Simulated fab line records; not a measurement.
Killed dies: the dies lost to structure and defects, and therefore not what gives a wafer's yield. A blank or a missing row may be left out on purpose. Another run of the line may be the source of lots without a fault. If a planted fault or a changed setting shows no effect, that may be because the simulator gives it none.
Matching of chambers :: flow nand-harc :: rie-diel-04 running NHARC_A_CONTACT_DESCUM_74: 4 sister chambers
The step chemistry O2, time 3 s. 8 wafers are shown with their chamber, then 7 later ones without.

## WAFERS WITH THEIR CHAMBER
wafer: L075.5
chamber: 1
drypump-motor-current-A (A): 4.8
oes-product-au (a.u.): 0.997

wafer: L074.6
chamber: 1
drypump-motor-current-A (A): 4.9
oes-product-au (a.u.): 0.991

wafer: L076.1
chamber: 3
drypump-motor-current-A (A): 5.4
oes-product-au (a.u.): 1.001

wafer: L076.2
chamber: 0
drypump-motor-current-A (A): 5.4
oes-product-au (a.u.): 1.002

wafer: L080.1
chamber: 0
drypump-motor-current-A (A): 5.4
oes-product-au (a.u.): 0.985

wafer: L080.4
chamber: 3
drypump-motor-current-A (A): 5.4
oes-product-au (a.u.): 1.002

wafer: L081.1
chamber: 2
drypump-motor-current-A (A): 6.0
oes-product-au (a.u.): 1.012

wafer: L081.5
chamber: 2
drypump-motor-current-A (A): 6.0
oes-product-au (a.u.): 1.007

## WAFERS WHOSE CHAMBER IS MISSING
wafer: L081.6
drypump-motor-current-A (A): 5.4
oes-product-au (a.u.): 0.994

wafer: L084.1
drypump-motor-current-A (A): 4.8
oes-product-au (a.u.): 1.002

wafer: L084.2
drypump-motor-current-A (A): 5.4
oes-product-au (a.u.): 0.999

wafer: L084.6
drypump-motor-current-A (A): 6.0
oes-product-au (a.u.): 0.986

wafer: L092.2
drypump-motor-current-A (A): 5.4
oes-product-au (a.u.): 0.988

wafer: L092.3
drypump-motor-current-A (A): 5.4
oes-product-au (a.u.): 0.992

wafer: L092.4
drypump-motor-current-A (A): 4.9
oes-product-au (a.u.): 0.991

## WHICH CHAMBER EACH WENT THROUGH
wafer: L081.6
from the rows above: can't be placed: 0 or 3
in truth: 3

wafer: L084.1
from the rows above: 1
in truth: 1

wafer: L084.2
from the rows above: can't be placed: 3 or 0
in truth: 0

wafer: L084.6
from the rows above: 2
in truth: 2

wafer: L092.2
from the rows above: can't be placed: 0 or 3
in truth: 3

wafer: L092.3
from the rows above: can't be placed: 0 or 3
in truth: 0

wafer: L092.4
from the rows above: 1
in truth: 1
Placed correctly: 3 of 7. These rows do not allow placing 4 (true chamber among the candidates in 4). Wrongly placed: 0.
How it was worked out, from the rows above alone: a wafer's distance from a chamber is the root of the sum, over the readings, of the square of ((its reading less the chamber's mean) divided by the reading's scatter). The wafer belongs to the nearest chamber; if the next one is less than 2 further off, it can't be placed. For every chamber, the mean is computed from those of its wafers that are shown. How the scatter is found: for the shown wafers, subtract from each reading the mean of its chamber, square and add these, divide the total by (wafers less chambers), then take the root.
